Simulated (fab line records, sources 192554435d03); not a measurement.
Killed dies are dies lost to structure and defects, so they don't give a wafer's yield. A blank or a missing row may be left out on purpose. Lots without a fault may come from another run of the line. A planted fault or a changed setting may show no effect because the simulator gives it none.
Chamber matching | flow n5_finfet | N5_BEOL_M5_CO_CAP_78 on cvd_co-01: 3 sister chambers
The step material Co, precursor CCTBA/H2, target thk 2 nm, time 102.1 s. 6 wafers are shown with their chamber, then 12 later ones without.

WAFERS WITH THEIR CHAMBER
wafer  | chamber | heater_power_w (W)
L089.4 | 0       | 234
L089.5 | 2       | 249
L089.6 | 1       | 275
L090.1 | 0       | 234
L090.2 | 1       | 272
L090.3 | 2       | 241

WAFERS WITHOUT THEIR CHAMBER
wafer  | heater_power_w (W)
L090.4 | 276
L090.5 | 244
L090.6 | 243
L094.1 | 232
L094.2 | 279
L094.6 | 269
L093.2 | 246
L093.4 | 273
L093.6 | 235
L095.1 | 273
L095.5 | 271
L095.6 | 242

WHICH CHAMBER EACH WENT THROUGH
wafer  | from the rows above     | in truth
L090.4 | 1                       | 1
L090.5 | 2                       | 2
L090.6 | 2                       | 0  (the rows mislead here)
L094.1 | 0                       | 0
L094.2 | 1                       | 1
L094.6 | 1                       | 1
L093.2 | 2                       | 2
L093.4 | 1                       | 1
L093.6 | 0                       | 0
L095.1 | 1                       | 1
L095.5 | 1                       | 1
L095.6 | can't be placed: 2 or 0 | 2
Placed correctly: 10 of 12. Can't be placed from these rows: 1 (the true chamber is among the candidates in 1). Placed wrongly: 1.
How it was worked out, from the rows above alone: a wafer's distance from a chamber is the root of the sum, over the readings, of the square of ((its reading less the chamber's mean) divided by the reading's scatter). The wafer belongs to the nearest chamber; if the next one is less than 2 further off, it can't be placed. A chamber's mean is the mean of its shown wafers. The scatter: the root of (the sum of the squares of (reading less its chamber's mean) over the shown wafers, divided by (wafers less chambers)).
